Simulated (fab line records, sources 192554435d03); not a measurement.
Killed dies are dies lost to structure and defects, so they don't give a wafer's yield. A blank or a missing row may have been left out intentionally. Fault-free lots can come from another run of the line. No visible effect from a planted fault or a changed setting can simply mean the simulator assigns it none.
Chamber matching ; flow n5 finfet ; N5_BEOL_M7_CURE_74 on uv cure-01 has 3 sister chambers
The step cures SiCOH lowk, time 240 s. 14 wafers are shown with their chamber, then 7 later ones without.

WAFERS, EACH WITH ITS CHAMBER
wafer;chamber;wafer_temp_C_max;lamp power pct (%)
L079.1;2;386.7;52.28
L079.4;2;386.6;52.21
L079.6;2;386.0;52.37
L082.2;1;386.5;52.26
L082.3;1;386.5;52.30
L082.6;1;386.3;52.28
L093.1;2;386.4;52.37
L093.4;2;386.4;52.35
L093.6;2;386.8;52.26
L092.2;0;386.4;52.30
L092.4;0;386.4;52.32
L092.6;0;386.0;52.29
L094.1;1;386.3;52.33
L094.2;1;386.6;52.29

SIGNATURES (averages over the wafers above)
reading;chamber 0;chamber 1;chamber 2;scatter within a chamber
wafer_temp_C_max;386.267;386.440;386.483;0.231
lamp power pct;52.3033;52.2920;52.3067;0.0479
Rule: a wafer's distance from a chamber is the root of the sum, over the readings, of the square of ((its reading less the chamber's mean) divided by the reading's scatter). The wafer belongs to the nearest chamber; if the next one is less than 2 further off, it can't be placed. The scatter: the root of (the sum of the squares of (reading less its chamber's mean) over the shown wafers, divided by (wafers less chambers)).

WAFERS WITHOUT THEIR CHAMBER
wafer;wafer_temp_C_max;lamp power pct (%)
L094.3;387.0;52.25
L094.4;386.7;52.40
L094.5;386.8;52.34
L094.6;386.7;52.30
L096.2;386.1;52.34
L096.3;386.3;52.35
L096.5;387.1;52.39

THE CHAMBER EACH PASSED THROUGH
wafer;from the rows above;in truth
L094.3;can't be placed: 2 or 1 or 0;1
L094.4;can't be placed: 2 or 1 or 0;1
L094.5;can't be placed: 2 or 1 or 0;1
L094.6;can't be placed: 2 or 1 or 0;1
L096.2;can't be placed: 0 or 1 or 2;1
L096.3;can't be placed: 0 or 2 or 1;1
L096.5;can't be placed: 2 or 1 or 0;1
Correctly placed: 0 of 7. Unplaceable from these rows: 7, with the true chamber sitting among the candidates in 7. Placed wrongly: 0.
